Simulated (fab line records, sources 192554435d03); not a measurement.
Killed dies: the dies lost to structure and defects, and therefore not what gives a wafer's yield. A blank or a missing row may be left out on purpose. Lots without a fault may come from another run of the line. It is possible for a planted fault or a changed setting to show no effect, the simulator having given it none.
fab line records ; flow n5Finfet ; part 1 of 2: steps 1 to 18 of 29
record: lots: 5; wafers: 15; lastDay: 18
route steps=1938 shown BEOL_M5@1153
lots that met no fault: from a run of the same line without faults
startH: hours from the record's first day to the start of the lot's first wafer shown ; waitH: time in hours since the lot's previous step ; " repeats the value in the row above ; L1.1+2: a row that stands for several wafers ; - no value, or no start given ; * or withheld: withheld ; < > ~ a bound
route shown NAME@n: NAME is a module with steps in the file, n the number in the route of the first one ; usual: average and standard deviation across the fault-free wafers ; same: alike in all rows ; chamber/n: place in a boat ; sites: each site's reading ; _std_site: the values' standard deviation ; _edge_site: outer sites' mean less inner sites' ; radiusMm: for every site, how far away it sits from the centre of the wafer ; mask NAME#n: copy n ; behind: tool/chamber where the wafer was last shaped ; hold: why the lot went on hold/how many hours it stayed there/how the hold came to an end ; device: the n, p or np transistor that did not switch ; end of line: the tests these same wafers got at the end of their route ; a step without rows: its recipe alone ; killed: not the wafer's yield, but the dies lost to structure and defects at the first sort ; map: a wafer's dies, x killed, . not, _ none there
set.NAME: the setting as run; set.NAME@STEP: as run at that earlier step ; model.NAME: the simulator's own value behind a step, which no gauge read
certain route steps with their lots: each step a table, each wafer a row
services: the hour from which a tool's chamber was out of use, counted from the record's first day as startH (under 0 if before that day), plus the number of hours and why
== steps ==
step: N5_BEOL_M5_ETCH_67
recipe: chemistry: CF4; target: SiARC; targetDepthA: 156; maskMaterial: CAR-EUV; timeS: 26; ionEnergyEv: 80; pressureMtorr: 40; sourceW: 545; biasW: 36; Ar_flow_sccm: 100; cf4FlowSccm: 100; ends: cleared
usual: cf4FlowSccm: 100.00/0.28; drypumpMotorCurrentA: 5.6/0.39; etchRfOnTimeS: 25.9/0.65; oesProductAu: 0.67/0.069; rfVppV: 184.0/1.2; showerheadPlenumPTorr: 2.14/0.055; throttleValvePct: 15.60/0.23
lot.wafer;tool;chamber;startH;waitH;cf4FlowSccm;drypumpMotorCurrentA;etchRfOnTimeS;oesProductAu;rfHoursCounterH;rfVppV;showerheadPlenumPTorr;throttleValvePct
L079.2;rieDiel-05;1;226.21;0.0;100.08;5.6;25.3;0.62;222;185.6;2.20;15.65
L079.3;rieDiel-05;0;226.21;0.0;99.51;5.2;25.5;0.71;91;183.0;2.09;15.32
L079.5;rieDiel-05;2;226.21;0.0;99.74;6.2;25.4;0.72;-;183.2;2.16;15.21
L083.2;rieDiel-05;0;255.18;0.0;100.27;5.3;25.6;0.70;100;181.9;2.08;15.35
L083.3;rieDiel-05;3;255.18;0.0;100.32;5.1;26.1;0.82;4;182.4;2.13;15.57
L083.6;rieDiel-05;0;255.18;0.0;100.59;5.2;25.4;0.70;-;183.3;2.08;15.34
L088.1;rieDiel-06;0;287.76;0.0;100.33;5.1;26.4;0.65;140;181.7;2.07;15.88
L088.4;rieDiel-06;3;287.76;0.0;99.87;5.6;27.1;0.60;-;185.3;2.20;15.84
L088.6;rieDiel-06;2;287.76;0.0;100.21;5.6;25.6;0.62;-;184.2;2.22;15.71
L089.2;rieDiel-02;3;301.97;0.0;100.35;5.6;25.2;0.75;34;181.4;2.08;15.30
L089.5;rieDiel-02;2;301.97;0.0;100.05;6.0;25.2;0.63;-;184.2;2.12;15.66
L089.6;rieDiel-02;3;301.97;0.0;100.16;5.6;25.2;0.76;-;181.9;2.08;15.32
L090.1;rieDiel-05;0;306.51;0.0;99.88;5.2;25.9;0.69;115;183.5;2.08;15.36
L090.2;rieDiel-05;1;306.51;0.0;99.70;5.6;25.6;0.60;244;184.1;2.19;15.68
L090.3;rieDiel-05;3;306.51;0.0;99.64;5.1;26.3;0.77;19;184.0;2.12;15.59
step: N5_BEOL_M5_ETCH_68
recipe: chemistry: N2/H2; target: SOC; targetDepthA: 800; overetchA: 160; maskMaterial: SiARC; tempC: 40; timeS: 120; ionEnergyEv: 200; pressureMtorr: 30; sourceW: 840; biasW: 150; n2FlowSccm: 200; h2FlowSccm: 200
usual: drypumpMotorCurrentA: 5.6/0.39; oesProductAu: 0.60/0.058; rfVppV: 524.0/2; showerheadPlenumPTorr: 2.54/0.071; throttleValvePct: 17.80/0.24
same: timeS: 120
lot.wafer;tool;chamber;startH;waitH;drypumpMotorCurrentA;oesProductAu;rfHoursCounterH;rfVppV;showerheadPlenumPTorr;throttleValvePct
L079.2;rieDiel-05;1;226.24;0.0;5.6;0.54;222;526.7;2.62;17.78
L079.3;rieDiel-05;0;226.24;0.0;5.2;0.63;91;521.1;2.44;17.25
L079.5;rieDiel-05;2;226.24;0.0;6.2;0.63;-;526.4;2.60;17.58
L083.2;rieDiel-05;0;255.21;0.0;5.2;0.63;100;521.3;2.44;17.27
L083.3;rieDiel-05;3;255.21;0.0;5.1;0.74;4;520.5;2.48;17.74
L083.6;rieDiel-05;0;255.21;0.0;5.3;0.62;-;520.2;2.44;17.25
L088.1;rieDiel-06;0;287.79;0.0;5.2;0.59;140;521.3;2.45;18.12
L088.4;rieDiel-06;3;287.79;0.0;5.6;0.54;-;524.6;2.62;17.97
L088.6;rieDiel-06;2;287.79;0.0;5.6;0.56;-;527.3;2.62;17.98
L089.2;rieDiel-02;3;301.99;0.0;5.6;0.65;34;522.4;2.49;17.75
L089.5;rieDiel-02;2;301.99;0.0;6.1;0.56;-;523.1;2.53;17.81
L089.6;rieDiel-02;3;301.99;0.0;5.6;0.66;-;523.4;2.49;17.74
L090.1;rieDiel-05;0;306.54;0.0;5.2;0.61;115;523.7;2.43;17.28
L090.2;rieDiel-05;1;306.54;0.0;5.6;0.53;244;525.8;2.61;17.83
L090.3;rieDiel-05;3;306.54;0.0;5.1;0.69;19;522.5;2.48;17.76
step: N5_BEOL_M5_STRIP_69
recipe: chemistry: N2/H2; tempC: 40; n2FlowSccm: 200; h2FlowSccm: 200; rfFrequencyHz: 6e+07
lot.wafer;tool;chamber;startH;waitH
L079.2+3+5;rieDiel-05;1,0,2;226.32;0.0
L083.2+3+6;rieDiel-05;0,3,0;255.29;0.0
L088.1+4+6;rieDiel-06;0,3,2;287.87;0.0
L089.2+5+6;rieDiel-02;3,2,3;302.07;0.0
L090.1+2+3;rieDiel-05;0,1,3;306.62;0.0
step: N5_BEOL_M5_STRIP_76
recipe: chemistry: N2/H2; tempC: 40; n2FlowSccm: 200; h2FlowSccm: 200; rfFrequencyHz: 6e+07
lot.wafer;tool;chamber;startH;waitH
L079.2+3+5;rieDiel-05;1,0,2;226.33;0.0
L083.2+3+6;rieDiel-05;0,3,0;255.30;0.0
L088.1+4+6;rieDiel-06;0,3,2;287.88;0.0
L089.2+5+6;rieDiel-02;3,2,3;302.08;0.0
L090.1+2+3;rieDiel-05;0,1,3;306.63;0.0
step: N5_BEOL_M5_VIA_ETCH_34
recipe: chemistry: C4F6/O2; target: SiCOH_lowk; targetDepthA: 883; maskMaterial: SOC; taperDeg: 4; timeS: 39.2; ionEnergyEv: 250; pressureMtorr: 30; sourceW: 345; biasW: 185; Ar_flow_sccm: 300; C4F6_flow_sccm: 10; O2_flow_sccm: 10
usual: drypumpMotorCurrentA: 5.6/0.39; oes_o_777_au: 0.79/0.077; oesProductAu: 0.78/0.081; rfVppV: 666/13; showerheadPlenumPTorr: 2.85/0.074; throttleValvePct: 20.87/0.24
same: timeS: 39.2
lot.wafer;tool;chamber;startH;waitH;drypumpMotorCurrentA;oes_o_777_au;oesProductAu;rfHoursCounterH;rfVppV;showerheadPlenumPTorr;throttleValvePct
L079.2;rieDiel-05;1;226.34;0.0;5.6;0.76;0.71;222;665;2.91;20.72
L079.3;rieDiel-05;0;226.34;0.0;5.3;0.82;0.82;91;648;2.79;20.68
L079.5;rieDiel-05;2;226.34;0.0;6.2;0.83;0.84;-;686;2.88;20.55
L083.2;rieDiel-05;0;255.31;0.0;5.2;0.82;0.81;100;647;2.78;20.69
L083.3;rieDiel-05;3;255.31;0.0;5.1;0.94;0.96;4;668;2.83;21.00
L083.6;rieDiel-05;0;255.31;0.0;5.2;0.82;0.82;-;647;2.78;20.69
L088.1;rieDiel-06;0;287.89;0.0;5.1;0.72;0.77;140;685;2.76;21.26
L088.4;rieDiel-06;3;287.89;0.0;5.6;0.71;0.69;-;662;2.92;20.99
L088.6;rieDiel-06;2;287.89;0.0;5.6;0.73;0.73;-;664;2.96;21.07
L089.2;rieDiel-02;3;302.09;0.0;5.6;0.89;0.89;34;660;2.76;20.57
L089.5;rieDiel-02;2;302.09;0.0;6.0;0.77;0.73;-;664;2.81;20.81
L089.6;rieDiel-02;3;302.09;0.0;5.6;0.89;0.87;-;659;2.76;20.59
L090.1;rieDiel-05;0;306.64;0.0;5.2;0.80;0.80;115;647;2.78;20.70
L090.2;rieDiel-05;1;306.64;0.0;5.6;0.74;0.69;244;665;2.90;20.74
L090.3;rieDiel-05;3;306.64;0.0;5.1;0.90;0.91;19;668;2.82;21.01
step: N5_BEOL_M5_STRIP_85
recipe: chemistry: C4F6/O2; resist: SiARC; rfFrequencyHz: 6e+07
lot.wafer;tool;chamber;startH;waitH
L079.2+3+5;rieDiel-05;1,0,2;226.37;0.0
L083.2+3+6;rieDiel-05;0,3,0;255.34;0.0
L088.1+4+6;rieDiel-06;0,3,2;287.93;0.0
L089.2+5+6;rieDiel-02;3,2,3;302.13;0.0
L090.1+2+3;rieDiel-05;0,1,3;306.67;0.0
step: N5_BEOL_M5_STRIP_36
recipe: chemistry: N2/H2; powerW: 450; tempC: 40; pressureMtorr: 20; rfFrequencyHz: 6e+07; overashFraction: 0.3; biasPowerW: 7; h2Frac: 0.5; n2FlowSccm: 200; h2FlowSccm: 200
usual: biasPowerW: 6.993/0.02; drypumpMotorCurrentA: 5.6/0.39; oesProductAu: 0.77/0.082; rfVppV: 59.2/1.5; showerheadPlenumPTorr: 2.54/0.071; throttleValvePct: 23.6/0.33
lot.wafer;tool;chamber;startH;waitH;biasPowerW;drypumpMotorCurrentA;oesProductAu;rfHoursCounterH;rfVppV;showerheadPlenumPTorr;throttleValvePct
L079.2;rieDiel-05;1;226.38;0.0;6.990;5.6;0.70;222;57.9;2.62;23.5
L079.3;rieDiel-05;0;226.38;0.0;6.984;5.3;0.83;91;61.5;2.44;22.9
L079.5;rieDiel-05;2;226.38;0.0;6.994;6.2;0.83;-;59.3;2.60;23.5
L083.2;rieDiel-05;0;255.35;0.0;6.990;5.3;0.83;100;57.8;2.44;22.9
L083.3;rieDiel-05;3;255.35;0.0;6.976;5.1;0.94;4;59.0;2.48;23.8
L083.6;rieDiel-05;0;255.35;0.0;7.003;5.3;0.82;-;59.0;2.44;22.8
L088.1;rieDiel-06;0;287.94;0.0;7.010;5.2;0.78;140;57.9;2.44;24.0
L088.4;rieDiel-06;3;287.94;0.0;6.950;5.7;0.68;-;59.7;2.61;23.7
L088.6;rieDiel-06;2;287.94;0.0;6.967;5.7;0.74;-;60.2;2.62;24.0
L089.2;rieDiel-02;3;302.14;0.0;6.977;5.6;0.87;34;57.6;2.49;23.7
L089.5;rieDiel-02;2;302.14;0.0;6.980;6.1;0.72;-;57.5;2.52;23.5
L089.6;rieDiel-02;3;302.14;0.0;7.013;5.6;0.88;-;60.8;2.49;23.6
L090.1;rieDiel-05;0;306.68;0.0;6.981;5.3;0.80;115;60.4;2.43;22.9
L090.2;rieDiel-05;1;306.68;0.0;7.004;5.6;0.67;244;57.2;2.61;23.5
L090.3;rieDiel-05;3;306.68;0.0;6.998;5.1;0.91;19;57.0;2.47;23.8
step: N5_BEOL_M5_TRENCH_ETCH_37
recipe: chemistry: C4F6/O2; targetDepthA: 716.52; target: SiCOH_lowk; timeS: 24.7; ionEnergyEv: 250; pressureMtorr: 30; sourceW: 345; biasW: 185; Ar_flow_sccm: 300; C4F6_flow_sccm: 10; O2_flow_sccm: 10
usual: drypumpMotorCurrentA: 5.6/0.39; oes_o_777_au: 0.79/0.076; oesProductAu: 0.78/0.081; rfVppV: 666/12; showerheadPlenumPTorr: 2.85/0.074; throttleValvePct: 20.91/0.24
same: timeS: 24.7
lot.wafer;tool;chamber;startH;waitH;drypumpMotorCurrentA;oes_o_777_au;oesProductAu;rfHoursCounterH;rfVppV;showerheadPlenumPTorr;throttleValvePct
L079.2;rieDiel-05;1;-;-;5.6;0.76;0.70;222;665;2.91;20.77
L079.3;rieDiel-05;0;-;-;5.2;0.83;0.83;92;648;2.79;20.71
L079.5;rieDiel-05;2;-;-;6.2;0.84;0.84;-;688;2.88;20.57
L083.2;rieDiel-05;0;-;-;5.2;0.82;0.83;100;648;2.78;20.74
L083.3;rieDiel-05;3;-;-;5.1;0.94;0.95;4;666;2.83;21.02
L083.6;rieDiel-05;0;-;-;5.2;0.82;0.82;-;647;2.78;20.73
L088.1;rieDiel-06;0;-;-;5.2;0.72;0.77;140;686;2.76;21.31
L088.4;rieDiel-06;3;-;-;5.6;0.71;0.70;-;663;2.92;21.04
L088.6;rieDiel-06;2;-;-;5.6;0.73;0.73;-;663;2.96;21.12
L089.2;rieDiel-02;3;-;-;5.6;0.88;0.87;34;660;2.76;20.63
L089.5;rieDiel-02;2;-;-;6.1;0.77;0.73;-;663;2.81;20.84
L089.6;rieDiel-02;3;-;-;5.6;0.89;0.88;-;660;2.76;20.64
L090.1;rieDiel-05;0;-;-;5.2;0.81;0.80;115;647;2.78;20.76
L090.2;rieDiel-05;1;-;-;5.6;0.74;0.70;244;664;2.90;20.80
L090.3;rieDiel-05;3;-;-;5.1;0.90;0.92;19;665;2.82;21.04
step: N5_BEOL_M5_ETCH_41
recipe: chemistry: CH3F/O2; target: SiCN; targetDepthA: 315; taperDeg: 2; timeS: 56.7; ionEnergyEv: 120; maskMaterial: TiN; pressureMtorr: 30; sourceW: 395; biasW: 75; Ar_flow_sccm: 150; CH3F_flow_sccm: 30; O2_flow_sccm: 20
usual: drypumpMotorCurrentA: 5.6/0.4; oesProductAu: 0.78/0.081; rfVppV: 297.4/1.4; showerheadPlenumPTorr: 2.00/0.054; throttleValvePct: 16.32/0.21
same: timeS: 56.7
lot.wafer;tool;chamber;startH;waitH;drypumpMotorCurrentA;oesProductAu;rfHoursCounterH;rfVppV;showerheadPlenumPTorr;throttleValvePct
L079.2;rieDiel-05;1;-;-;5.6;0.71;222;298.8;2.05;16.29
L079.3;rieDiel-05;0;-;-;5.2;0.83;92;295.5;1.96;16.09
L079.5;rieDiel-05;2;-;-;6.2;0.85;-;298.6;2.03;15.99
L083.2;rieDiel-05;0;-;-;5.2;0.82;100;296.2;1.95;16.13
L083.3;rieDiel-05;3;-;-;5.1;0.95;4;296.0;1.98;16.28
L083.6;rieDiel-05;0;-;-;5.2;0.82;-;297.1;1.95;16.12
L088.1;rieDiel-06;0;-;-;5.1;0.77;140;294.9;1.94;16.64
L088.4;rieDiel-06;3;-;-;5.6;0.70;-;300.0;2.06;16.52
L088.6;rieDiel-06;2;-;-;5.6;0.72;-;299.4;2.08;16.46
L089.2;rieDiel-02;3;-;-;5.6;0.87;34;295.2;1.94;16.04
L089.5;rieDiel-02;2;-;-;6.1;0.73;-;297.4;1.97;16.33
L089.6;rieDiel-02;3;-;-;5.6;0.88;-;296.9;1.94;16.05
L090.1;rieDiel-05;0;-;-;5.2;0.81;115;296.6;1.95;16.15
L090.2;rieDiel-05;1;-;-;5.6;0.70;244;299.4;2.04;16.32
L090.3;rieDiel-05;3;-;-;5.1;0.92;19;297.1;1.98;16.30
step: N5_BEOL_M5_STRIP_91
recipe: chemistry: N2/H2; timeS: 10; powerW: 450; tempC: 40; pressureMtorr: 20; rfFrequencyHz: 6e+07; biasPowerW: 7; n2FlowSccm: 200; h2FlowSccm: 200
usual: biasPowerW: 6.999/0.022; drypumpMotorCurrentA: 5.6/0.39; oesProductAu: 0.77/0.081; rfVppV: 59.1/0.88; showerheadPlenumPTorr: 2.54/0.071; throttleValvePct: 23.6/0.33
same: timeS: 10
lot.wafer;tool;chamber;startH;waitH;biasPowerW;drypumpMotorCurrentA;oesProductAu;rfHoursCounterH;rfVppV;showerheadPlenumPTorr;throttleValvePct
L079.2;rieDiel-05;1;-;-;6.993;5.6;0.69;222;58.3;2.62;23.5
L079.3;rieDiel-05;0;-;-;7.043;5.2;0.83;92;59.2;2.44;22.9
L079.5;rieDiel-05;2;-;-;7.004;6.2;0.83;-;58.9;2.60;23.5
L083.2;rieDiel-05;0;-;-;6.988;5.2;0.82;100;60.1;2.44;22.9
L083.3;rieDiel-05;3;-;-;6.948;5.1;0.94;4;58.7;2.48;23.7
L083.6;rieDiel-05;0;-;-;7.009;5.2;0.83;-;58.7;2.44;22.9
L088.1;rieDiel-06;0;-;-;6.965;5.2;0.77;140;59.8;2.44;24.0
L088.4;rieDiel-06;3;-;-;6.966;5.6;0.69;-;59.0;2.61;23.7
L088.6;rieDiel-06;2;-;-;6.998;5.6;0.72;-;60.4;2.62;24.0
L089.2;rieDiel-02;3;-;-;7.009;5.6;0.86;34;58.1;2.49;23.7
L089.5;rieDiel-02;2;-;-;7.030;6.0;0.72;-;58.8;2.52;23.5
L089.6;rieDiel-02;3;-;-;6.993;5.6;0.86;-;60.4;2.49;23.7
L090.1;rieDiel-05;0;-;-;6.992;5.3;0.81;115;58.8;2.43;22.9
L090.2;rieDiel-05;1;-;-;6.995;5.6;0.68;244;58.9;2.61;23.5
L090.3;rieDiel-05;3;-;-;6.982;5.1;0.91;19;60.0;2.47;23.8
step: N5_BEOL_M5_OCD_MEAS_38
usual: trenchDepthNm: 71.3/1.3
lot.wafer;tool;chamber;startH;waitH;trenchDepthNm
L079.2;ocd-01;-;226.58;-;71.7
L079.3;ocd-01;-;226.58;-;72.3
L079.5;ocd-01;-;226.58;-;72.8
L083.2;ocd-02;-;255.55;-;72.4
L083.3;ocd-02;-;255.55;-;72.2
L083.6;ocd-02;-;255.55;-;72.0
L088.1;ocd-02;-;288.13;-;71.9
L088.4;ocd-02;-;288.13;-;69.7
L088.6;ocd-02;-;288.13;-;72.0
L089.2;ocd-01;-;302.33;-;72.2
L089.5;ocd-01;-;302.33;-;70.6
L089.6;ocd-01;-;302.33;-;72.6
L090.1;ocd-01;-;306.87;-;70.8
L090.2;ocd-01;-;306.87;-;71.2
L090.3;ocd-01;-;306.87;-;72.1
step: N5_BEOL_M5_HM_STRIP_39
recipe: chemistry: peroxideTinStrip; material: TiN; targetDepthA: 250; tempC: 50; timeS: 158
same: timeS: 158
lot.wafer;tool;chamber;startH;waitH
L079.2+3+5;wetBench-05;3,1,5;226.61;0.0
L083.2+3+6;wetBench-01;1,6,5;255.59;0.0
L088.1+4+6;wetBench-01;6,4,2;288.16;0.0
L089.2+5+6;wetBench-05;3,4,2;302.37;0.0
L090.1+2+3;wetBench-04;6,5,3;306.91;0.0
step: N5_BEOL_M5_SRD_40
recipe: timeS: 30; tempC: 23; rinseLiquid: diw; dry: ipaMarangoni
usual: doSupplyPpb: 10.00/0.1
same: timeS: 30
lot.wafer;tool;chamber;startH;waitH;doSupplyPpb
L079.2;wetBench-05;3;226.65;0.0;10.07
L079.3;wetBench-05;1;226.65;0.0;9.93
L079.5;wetBench-05;5;226.65;0.0;10.06
L083.2;wetBench-01;1;255.64;0.0;9.98
L083.3;wetBench-01;6;255.64;0.0;10.03
L083.6;wetBench-01;5;255.64;0.0;9.82
L088.1;wetBench-01;6;288.21;0.0;10.02
L088.4;wetBench-01;4;288.21;0.0;10.11
L088.6;wetBench-01;2;288.21;0.0;10.10
L089.2;wetBench-05;3;302.41;0.0;10.09
L089.5;wetBench-05;4;302.41;0.0;10.12
L089.6;wetBench-05;2;302.41;0.0;10.13
L090.1;wetBench-04;6;306.95;0.0;10.10
L090.2;wetBench-04;5;306.95;0.0;10.08
L090.3;wetBench-04;3;306.95;0.0;9.98
step: N5_BEOL_M5_PRECLEAN_42
recipe: chemistry: residueRemover; timeS: 60; tempC: 40
same: timeS: 60
lot.wafer;tool;chamber;startH;waitH
L079.2+3+5;wetBench-05;3,1,5;226.67;0.0
L083.2+3+6;wetBench-01;1,6,5;255.66;0.0
L088.1+4+6;wetBench-01;6,4,2;288.23;0.0
L089.2+5+6;wetBench-05;3,4,2;302.43;0.0
L090.1+2+3;wetBench-04;6,5,3;306.97;0.0
step: N5_BEOL_M5_SRD_43
recipe: timeS: 30; tempC: 23; rinseLiquid: diw; dry: ipaMarangoni
usual: doSupplyPpb: 10.00/0.094
same: timeS: 30
lot.wafer;tool;chamber;startH;waitH;doSupplyPpb
L079.2;wetBench-05;3;226.69;0.0;9.91
L079.3;wetBench-05;1;226.69;0.0;10.21
L079.5;wetBench-05;5;226.69;0.0;9.90
L083.2;wetBench-01;1;255.67;0.0;9.93
L083.3;wetBench-01;6;255.67;0.0;9.91
L083.6;wetBench-01;5;255.67;0.0;9.91
L088.1;wetBench-01;6;288.24;0.0;9.84
L088.4;wetBench-01;4;288.24;0.0;9.90
L088.6;wetBench-01;2;288.24;0.0;9.97
L089.2;wetBench-05;3;302.45;0.0;9.91
L089.5;wetBench-05;4;302.45;0.0;9.88
L089.6;wetBench-05;2;302.45;0.0;10.10
L090.1;wetBench-04;6;306.99;0.0;10.02
L090.2;wetBench-04;5;306.99;0.0;9.93
L090.3;wetBench-04;3;306.99;0.0;10.05
step: N5_BEOL_M5_CD_MEAS_35
recipe: targetCdNm: 28; targetCdYNm: 24; polarity: opening
usual: cdNm: 28.0/0.3
lot.wafer;tool;chamber;startH;waitH;cdNm
L079.2;cdSem-01;-;226.73;0.0;27.5
L079.3;cdSem-01;-;226.73;0.0;27.7
L079.5;cdSem-01;-;226.73;0.0;28.2
L083.2;cdSem-02;-;255.72;0.0;27.9
L083.3;cdSem-02;-;255.72;0.0;28.0
L083.6;cdSem-02;-;255.72;0.0;28.0
L088.1;cdSem-02;-;288.29;0.0;28.3
L088.4;cdSem-02;-;288.29;0.0;28.0
L088.6;cdSem-02;-;288.29;0.0;27.9
L089.2;cdSem-01;-;302.49;0.0;28.6
L089.5;cdSem-01;-;302.49;0.0;28.3
L089.6;cdSem-01;-;302.49;0.0;28.5
L090.1;cdSem-01;-;307.03;0.0;27.8
L090.2;cdSem-01;-;307.03;0.0;27.7
L090.3;cdSem-01;-;307.03;0.0;28.5
step: N5_BEOL_M5_CURE_80
recipe: tempC: 370; timeS: 120; ambient: DMADMS/He; material: SiCOH_lowk
usual: lampPowerPct: 52.31/0.054; wafer_temp_C_max: 371.5/0.47
same: timeS: 120
lot.wafer;tool;chamber;startH;waitH;lampPowerPct;wafer_temp_C_max
L079.2;uvCure-03;2;226.82;0.1;52.35;371.7
L079.3;uvCure-03;2;226.82;0.1;52.28;371.4
L079.5;uvCure-03;2;226.82;0.1;52.32;371.5
L083.2;uvCure-03;2;255.81;0.1;52.34;371.3
L083.3;uvCure-03;2;255.81;0.1;52.38;371.3
L083.6;uvCure-03;2;255.81;0.1;52.20;371.8
L088.1;uvCure-01;0;288.59;0.3;52.33;371.1
L088.4;uvCure-01;0;288.59;0.3;52.27;371.3
L088.6;uvCure-01;0;288.59;0.3;52.31;371.1
L089.2;uvCure-02;1;302.58;0.1;52.25;371.9
L089.5;uvCure-02;1;302.58;0.1;52.26;371.9
L089.6;uvCure-02;1;302.58;0.1;52.37;372.1
L090.1;uvCure-03;1;307.07;0.0;52.30;371.3
L090.2;uvCure-03;1;307.07;0.0;52.26;371.0
L090.3;uvCure-03;1;307.07;0.0;52.30;371.3
step: N5_BEOL_M5_DEGAS_44
recipe: ambient: vacuum; tempC: 250; timeS: 60
usual: heaterPowerW: 326/29
same: timeS: 60
lot.wafer;tool;chamber;startH;waitH;heaterPowerW
L079.2;pvdSputter-01;-;227.12;0.2;279
L079.3;pvdSputter-01;-;227.12;0.2;348
L079.5;pvdSputter-01;-;227.12;0.2;277
L083.2;pvdSputter-02;-;256.08;0.2;376
L083.3;pvdSputter-02;-;256.08;0.2;305
L083.6;pvdSputter-02;-;256.08;0.2;373
L088.1;pvdSputter-01;-;289.23;0.5;323
L088.4;pvdSputter-01;-;289.23;0.5;260
L088.6;pvdSputter-01;-;289.23;0.5;357
L089.2;pvdSputter-03;-;303.12;0.5;351
L089.5;pvdSputter-03;-;303.12;0.5;308
L089.6;pvdSputter-03;-;303.12;0.5;346
L090.1;pvdSputter-02;-;307.74;0.6;322
L090.2;pvdSputter-02;-;307.74;0.6;358
L090.3;pvdSputter-02;-;307.74;0.6;307
